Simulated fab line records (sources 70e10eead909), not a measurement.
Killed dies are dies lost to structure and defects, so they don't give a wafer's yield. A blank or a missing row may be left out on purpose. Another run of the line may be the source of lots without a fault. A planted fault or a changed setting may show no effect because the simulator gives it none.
fab line records	flow nandHarc	part 2 of 2: steps 4 to 6 of 6
record lots=23	wafers=69	lastDay=34
route steps=1302 shown A_STAIRCASE@670
lots that met no fault: taken from a fault-free run of the same line
startH: hours from the record's opening day to when the first of the lot's shown wafers began	waitH: hours since the lot's step before	" unchanged from the row above	L1.1+2: several wafers, shown together as one row	- no value, or no start given	* or withheld: withheld	< > ~ a bound
route shown NAME@n: NAME is a module with steps in the file, n the number in the route of the first one	usual: mean/standard deviation of fault-free wafers	same: alike in all rows	chamber/n: place in a boat	sites: readings site by site	_std_site: standard deviation of those values	_edge_site: mean of outer sites minus mean of inner sites	radiusMm: for every site, how far away it sits from the centre of the wafer	mask NAME#n: copy n	behind: the most recent tool/chamber to have shaped the wafer	hold: the reason the lot was held/the length of the hold in hours/how it ended	device: the transistor (n, p or np) that didn't switch	end of line: the route-end tests of the same wafers	a step given without rows: its recipe and nothing more	killed: count of dies lost to structure and defects at first sort (not the wafer's yield)	map: dies across one wafer; x = killed, . = not, _ = none there
set.NAME: the run value of the setting; set.NAME@STEP: its run value at that earlier step	model.NAME: the simulator's own value behind a step, which no gauge read
a sample of lots followed through the steps of the route, with each step as a table and each wafer as a row
services: when a tool's chamber went out of use (startH, in hours from the record's first day, below 0 if earlier), for how many hours, and the reason
## steps
# step NHARC_A_STAIRCASE_DESCUM_186
# recipe timeS=3	o2FlowSccm=200	arFlowSccm=0	biasPowerW=0	chemistry=O2
# usual drypumpMotorCurrentA=5.9/0.33	oesProductAu=1.001/0.0098	rfVppV=57.8/0.97	showerheadPlenumPTorr=1.95/0.11	throttleValvePct=11.311/0.0088
# same biasPowerW=0
lot.wafer	tool	chamber	startH	waitH	drypumpMotorCurrentA	oesProductAu	rfHoursCounterH	rfVppV	showerheadPlenumPTorr	throttleValvePct
L075.2	rieDiel-13	1	355.36	-	6.6	1.005	2	57.6	2.04	11.312
L075.1	"	2	"	"	5.7	1.009	2	58.3	2.06	11.299
L075.6	"	2	"	"	5.7	0.997	-	59.0	2.06	11.296
L074.4	rieDiel-05	2	357.80	-	5.8	1.010	41	58.3	1.87	11.293
L074.3	"	3	"	"	6.0	0.998	25	58.7	1.90	11.334
L074.5	"	2	"	"	5.8	1.017	-	59.0	1.87	11.328
L077.2	rieDiel-13	1	380.08	-	6.6	1.022	12	59.2	2.04	11.303
L077.1	"	3	"	"	5.9	0.997	5	55.0	1.79	11.325
L077.3	"	0	"	"	5.6	0.996	13	56.2	1.80	11.302
L076.3	rieDiel-08	0	380.38	-	5.9	1.011	1	57.3	1.88	11.305
L076.4	"	2	"	"	6.0	1.011	1	58.7	2.08	11.311
L076.5	"	0	"	"	5.9	1.017	-	57.5	1.88	11.310
L078.2	rieDiel-05	3	380.40	-	6.0	1.005	34	58.4	1.90	11.304
L078.1	"	1	"	"	6.2	0.991	47	58.7	2.06	11.309
L078.6	"	3	"	"	6.0	0.996	-	56.5	1.90	11.315
L079.2	rieDiel-13	2	409.43	-	5.7	1.007	21	59.4	2.05	11.317
L079.3	"	1	"	"	6.6	1.019	24	57.9	2.03	11.308
L079.5	"	3	"	"	5.9	0.998	-	56.9	1.79	11.314
L081.4	rieDiel-08	0	410.02	-	5.9	1.005	10	57.5	1.88	11.307
L081.1	"	1	"	"	6.3	0.995	9	58.0	2.06	11.305
L081.2	"	2	"	"	5.9	1.005	9	58.1	2.07	11.319
L080.2	rieDiel-13	1	410.40	-	6.6	1.011	24	59.4	2.03	11.303
L080.3	"	2	"	"	5.8	0.998	22	58.3	2.05	11.325
L080.4	"	0	"	"	5.6	0.992	25	57.4	1.80	11.317
L082.1	rieDiel-05	0	434.23	-	5.6	1.006	7	59.0	2.07	11.300
L082.3	"	2	"	"	5.8	0.995	10	58.1	1.86	11.304
L082.5	"	3	"	"	6.0	1.000	-	57.4	1.89	11.300
L083.1	rieDiel-08	1	439.34	-	6.3	0.992	18	56.9	2.05	11.309
L083.3	"	3	"	"	5.2	1.009	18	58.4	1.91	11.306
L083.6	"	2	"	"	6.0	1.000	-	58.5	2.07	11.316
L085.2	rieDiel-13	1	471.41	-	6.6	1.004	38	58.3	2.03	11.314
L085.1	"	2	"	"	5.7	1.004	37	58.1	2.05	11.298
L085.5	"	3	"	"	5.9	0.999	-	55.5	1.78	11.322
L084.3	rieDiel-08	0	474.25	-	5.9	0.982	28	57.4	1.87	11.321
L084.1	"	1	"	"	6.3	0.994	27	58.1	2.05	11.308
L084.2	"	3	"	"	5.2	1.001	30	57.9	1.91	11.323
L086.2	rieDiel-08	0	480.16	-	5.9	1.000	33	56.7	1.87	11.314
L086.3	"	2	"	"	6.0	0.999	31	58.7	2.07	11.332
L086.5	"	1	"	"	6.3	1.000	-	57.6	2.05	11.302
L087.2	rieDiel-05	1	500.55	-	6.1	0.983	26	58.4	2.05	11.303
L087.5	"	1	"	"	6.2	0.979	-	58.7	2.05	11.303
L087.6	"	2	"	"	5.8	0.999	-	58.1	1.85	11.318
L088.3	rieDiel-08	0	500.82	-	5.9	0.995	37	58.1	1.87	11.302
L088.2	"	3	"	"	5.2	1.004	38	58.9	1.91	11.311
L088.5	"	1	"	"	6.3	0.995	-	58.8	2.05	11.317
L090.3	rieDiel-13	3	513.28	-	5.9	1.007	44	56.4	1.78	11.318
L090.6	"	2	"	"	5.7	1.006	-	57.1	2.04	11.297
L090.5	"	3	"	"	5.9	1.004	-	57.9	1.78	11.315
L089.1	rieDiel-05	2	513.57	-	5.8	1.003	36	57.4	1.85	11.300
L089.3	"	3	"	"	6.0	0.988	36	57.4	1.88	11.315
L089.2	"	1	"	"	6.1	0.982	31	57.0	2.05	11.320
L092.4	rieDiel-05	0	546.85	-	5.6	1.018	44	58.3	2.06	11.321
L092.3	"	2	"	"	5.8	1.008	48	57.6	1.85	11.301
L092.1	"	3	"	"	6.0	1.000	48	56.7	1.88	11.317
L093.2	rieDiel-05	2	558.85	-	5.8	1.016	52	58.1	1.85	11.304
L093.4	"	0	"	"	5.6	1.010	49	59.0	2.06	11.310
L093.5	"	1	"	"	6.2	0.987	-	57.9	2.04	11.307
L095.3	rieDiel-05	1	570.80	-	6.2	0.994	52	59.1	2.04	11.302
L095.1	"	2	"	"	5.8	1.004	54	57.6	1.85	11.324
L095.5	"	0	"	"	5.6	1.020	-	57.6	2.06	11.329
L094.1	rieDiel-05	2	571.06	-	5.8	1.008	55	58.6	1.85	11.322
L094.4	"	0	"	"	5.7	1.015	51	57.9	2.06	11.312
L094.3	"	1	"	"	6.2	0.988	52	58.3	2.04	11.294
L096.4	rieDiel-13	2	578.63	-	5.7	1.008	17	59.1	2.03	11.302
L096.3	"	3	"	"	5.9	1.007	14	55.7	1.77	11.314
L096.1	"	0	"	"	5.6	0.995	12	55.4	1.79	11.306
L097.3	rieDiel-08	0	591.11	-	5.9	1.005	16	58.3	1.86	11.300
L097.4	"	1	"	"	6.3	1.013	16	57.0	2.04	11.315
L097.6	"	0	"	"	5.9	1.015	-	56.7	1.86	11.292
# step NHARC_A_STAIRCASE_ETCH_192
# recipe targetDepthA=1000	timeS=40.5	ionEnergyEv=400	c4f8FlowSccm=20	o2FlowSccm=10	arFlowSccm=withheld	rfW=600	biasW=1000	chemistry=C4F8/O2
# usual oesProductAu=0.943/0.013	rfVppV=898/6.7
lot.wafer	tool	chamber	startH	waitH	oesProductAu	rfHoursCounterH	rfVppV
L075.1	rieDiel-13	0	-	-	0.935	3	890
L075.2	"	2	"	"	0.950	3	905
L075.6	"	1	"	"	0.969	-	904
L074.3	rieDiel-05	0	-	-	0.948	38	887
L074.4	"	1	"	"	0.933	40	906
L074.5	"	1	"	"	0.927	-	907
L077.2	rieDiel-13	0	-	-	0.939	13	889
L077.3	"	1	"	"	0.957	13	903
L077.1	"	2	"	"	0.957	12	905
L076.4	rieDiel-08	0	-	-	0.953	1	893
L076.3	"	3	"	"	0.943	1	897
L076.5	"	1	"	"	0.952	-	905
L078.1	rieDiel-05	1	-	-	0.957	47	906
L078.2	"	2	"	"	0.960	49	894
L078.6	"	0	"	"	0.949	-	887
L079.2	rieDiel-13	1	-	-	0.951	24	903
L079.3	"	3	"	"	0.951	14	889
L079.5	"	2	"	"	0.941	-	905
L081.1	rieDiel-08	3	-	-	0.939	10	896
L081.4	"	0	"	"	0.948	10	894
L081.2	"	1	"	"	0.937	9	904
L080.4	rieDiel-13	2	-	-	0.957	22	904
L080.3	"	3	"	"	0.952	14	888
L080.2	"	0	"	"	0.932	25	889
L082.3	rieDiel-05	1	-	-	0.939	9	903
L082.1	"	0	"	"	0.963	7	904
L082.5	"	1	"	"	0.939	-	904
L083.3	rieDiel-08	3	-	-	0.932	18	896
L083.1	"	2	"	"	0.950	18	906
L083.6	"	0	"	"	0.936	-	894
L085.1	rieDiel-13	2	-	-	0.948	37	904
L085.2	"	3	"	"	0.944	29	887
L085.5	"	1	"	"	0.961	-	903
L084.1	rieDiel-08	2	-	-	0.965	29	906
L084.2	"	3	"	"	0.967	30	896
L084.3	"	0	"	"	0.949	29	893
L086.2	rieDiel-08	2	-	-	0.949	32	904
L086.3	"	3	"	"	0.942	35	897
L086.5	"	0	"	"	0.938	-	894
L087.2	rieDiel-05	3	-	-	0.956	30	895
L087.6	"	3	"	"	0.950	-	895
L087.5	"	0	"	"	0.962	-	904
L088.3	rieDiel-08	1	-	-	0.945	34	904
L088.2	"	2	"	"	0.946	35	906
L088.5	"	0	"	"	0.935	-	892
L090.3	rieDiel-13	3	-	-	0.957	45	887
L090.6	"	3	"	"	0.939	-	887
L090.5	"	0	"	"	0.935	-	889
L089.2	rieDiel-05	2	-	-	0.928	36	893
L089.1	"	3	"	"	0.920	36	895
L089.3	"	0	"	"	0.935	31	905
L092.1	rieDiel-05	1	-	-	0.927	45	903
L092.3	"	2	"	"	0.951	48	892
L092.4	"	3	"	"	0.945	48	894
L093.2	rieDiel-05	2	-	-	0.945	52	892
L093.4	"	0	"	"	0.963	49	905
L093.5	"	2	"	"	0.950	-	893
L095.1	rieDiel-05	2	-	-	0.927	55	892
L095.3	"	3	"	"	0.929	54	894
L095.5	"	2	"	"	0.922	-	891
L094.1	rieDiel-05	1	-	-	0.917	53	903
L094.4	"	3	"	"	0.934	54	893
L094.3	"	0	"	"	0.946	52	905
L096.4	rieDiel-13	3	-	-	0.947	14	886
L096.1	"	1	"	"	0.965	16	902
L096.3	"	2	"	"	0.938	18	903
L097.3	rieDiel-08	3	-	-	0.945	17	895
L097.4	"	1	"	"	0.945	19	904
L097.6	"	2	"	"	0.952	-	904
# step NHARC_A_STAIRCASE_ETCH_201
# recipe targetDepthA=1000	timeS=40.5	ionEnergyEv=400	c4f8FlowSccm=20	o2FlowSccm=10	arFlowSccm=withheld	rfW=600	biasW=1000	chemistry=C4F8/O2
# usual oesProductAu=0.945/0.011	rfVppV=898/7.1
lot.wafer	tool	chamber	startH	waitH	oesProductAu	rfHoursCounterH	rfVppV
L075.2	rieDiel-13	2	-	-	0.935	3	905
L075.1	"	0	"	"	0.919	3	889
L075.6	"	1	"	"	0.945	-	904
L074.4	rieDiel-05	3	-	-	0.938	27	893
L074.3	"	2	"	"	0.955	43	894
L074.5	"	3	"	"	0.938	-	894
L077.3	rieDiel-13	1	-	-	0.965	13	902
L077.1	"	2	"	"	0.945	13	903
L077.2	"	0	"	"	0.948	14	889
L076.4	rieDiel-08	2	-	-	0.956	2	905
L076.3	"	3	"	"	0.950	2	899
L076.5	"	1	"	"	0.942	-	904
L078.2	rieDiel-05	1	-	-	0.935	48	905
L078.1	"	3	"	"	0.938	35	896
L078.6	"	2	"	"	0.949	-	892
L079.3	rieDiel-08	1	-	-	0.934	10	905
L079.2	"	3	"	"	0.945	11	897
L079.5	"	2	"	"	0.942	-	907
L081.1	rieDiel-08	0	-	-	0.953	11	894
L081.2	"	1	"	"	0.947	10	904
L081.4	"	3	"	"	0.939	11	896
L080.3	rieDiel-13	2	-	-	0.946	23	905
L080.4	"	3	"	"	0.938	15	887
L080.2	"	1	"	"	0.951	25	902
L082.3	rieDiel-08	3	-	-	0.938	18	897
L082.1	"	0	"	"	0.932	18	894
L082.5	"	2	"	"	0.937	-	907
L083.1	rieDiel-08	0	-	-	0.952	19	894
L083.3	"	1	"	"	0.946	19	903
L083.6	"	0	"	"	0.949	-	894
L085.2	rieDiel-08	3	-	-	0.957	29	896
L085.1	"	1	"	"	0.949	27	904
L085.5	"	3	"	"	0.947	-	896
L084.2	rieDiel-08	2	-	-	0.946	29	906
L084.1	"	0	"	"	0.946	29	893
L084.3	"	1	"	"	0.963	28	903
L086.2	rieDiel-08	0	-	-	0.937	34	892
L086.3	"	1	"	"	0.947	31	904
L086.5	"	0	"	"	0.939	-	892
L087.2	rieDiel-05	1	-	-	0.924	27	905
L087.6	"	2	"	"	0.945	-	892
L087.5	"	3	"	"	0.943	-	894
L088.3	rieDiel-13	0	-	-	0.937	52	886
L088.2	"	3	"	"	0.946	40	887
L088.5	"	1	"	"	0.958	-	904
L090.3	rieDiel-13	1	-	-	0.947	51	904
L090.6	"	2	"	"	0.930	-	904
L090.5	"	3	"	"	0.943	-	886
L089.1	rieDiel-08	1	-	-	0.939	40	903
L089.3	"	2	"	"	0.948	41	905
L089.2	"	3	"	"	0.956	46	895
L092.1	rieDiel-13	3	-	-	0.960	5	887
L092.4	"	0	"	"	0.945	5	888
L092.3	"	1	"	"	0.953	9	903
L093.4	rieDiel-13	2	-	-	0.946	10	905
L093.2	"	3	"	"	0.942	6	887
L093.5	"	1	"	"	0.965	-	901
L095.1	rieDiel-05	3	-	-	0.932	55	893
L095.3	"	0	"	"	0.948	54	905
L095.5	"	1	"	"	0.921	-	904
L094.4	rieDiel-13	1	-	-	0.965	15	902
L094.1	"	2	"	"	0.959	16	904
L094.3	"	3	"	"	0.956	13	887
L096.3	rieDiel-13	3	-	-	0.931	15	886
L096.1	"	0	"	"	0.928	13	887
L096.4	"	1	"	"	0.966	17	901
L097.3	rieDiel-13	3	-	-	0.946	21	887
L097.4	"	0	"	"	0.928	21	889
L097.6	"	3	"	"	0.956	-	887
## services
tool	chamber	startH	hours	kind
rieDiel-05	0	337.63	-	clean
rieDiel-05	1	337.63	-	clean
rieDiel-05	2	337.63	-	clean
rieDiel-05	3	337.63	-	clean
rieDiel-13	-	342.15	9.0	pm
rieDiel-05	0	362.33	-	clean
rieDiel-05	1	362.33	-	clean
rieDiel-05	2	362.33	-	clean
rieDiel-05	3	362.33	-	clean
rieDiel-08	1	362.56	14.8	repair
rieDiel-13	3	367.62	6.2	repair
rieDiel-08	-	367.80	9.0	pm
rieDiel-05	0	387.19	-	clean
rieDiel-05	1	387.19	-	clean
rieDiel-05	2	387.19	-	clean
rieDiel-05	3	387.19	-	clean
rieDiel-05	-	407.60	9.0	pm
rieDiel-05	0	407.60	9.0	ventCycle
rieDiel-05	1	407.60	9.0	ventCycle
rieDiel-05	2	407.60	9.0	ventCycle
rieDiel-05	3	407.60	9.0	ventCycle
rieDiel-13	1	446.38	4.5	repair
rieDiel-08	-	544.85	9.0	pm
rieDiel-05	-	583.25	28.3	repair
